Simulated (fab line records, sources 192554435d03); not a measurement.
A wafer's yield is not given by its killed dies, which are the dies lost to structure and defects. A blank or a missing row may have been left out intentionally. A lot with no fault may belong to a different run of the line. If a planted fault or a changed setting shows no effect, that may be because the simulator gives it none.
Chamber matching ; flow n5-finfet ; N5_DUMMY_GATE_DESCUM_20 on rie-diel-03: 4 sister chambers
The step chemistry O2, time 6.2 s. 4 wafers are shown with their chamber, then 10 later ones without.

## WAFERS WITH THEIR CHAMBER
wafer;chamber;showerhead-plenum-p-Torr (Torr)
L088.5;3;2.15
L088.6;2;1.99
L093.1;1;2.20
L093.2;0;2.23

## WAFERS WITHOUT THEIR CHAMBER
wafer;showerhead-plenum-p-Torr (Torr)
L093.3;1.99
L094.4;1.99
L094.5;2.15
L094.6;2.23
L095.2;2.20
L095.4;2.15
L095.5;1.99
L096.1;1.99
L096.2;2.22
L096.4;2.15

## THE CHAMBER EACH PASSED THROUGH
wafer;from the rows above;in truth
L093.3;2;2
L094.4;2;2
L094.5;3;3
L094.6;0;0
L095.2;1;1
L095.4;3;3
L095.5;2;2
L096.1;2;2
L096.2;0;0
L096.4;3;3
Correct placement for 10 of the 10. Can't be placed from these rows: 0. Number placed wrongly: 0.
How it was worked out, from the rows above alone: a wafer's distance from a chamber is the root of the sum, over the readings, of the square of ((its reading less the chamber's mean) divided by the reading's scatter). If the next closest chamber is less than 2 further off than the closest, the wafer can't be placed; otherwise it belongs to the closest. The mean given for a chamber averages the wafers shown for that chamber. The scatter: root of mean squared gap, hidden wafer to nearest shown wafer, with one shown wafer a chamber.
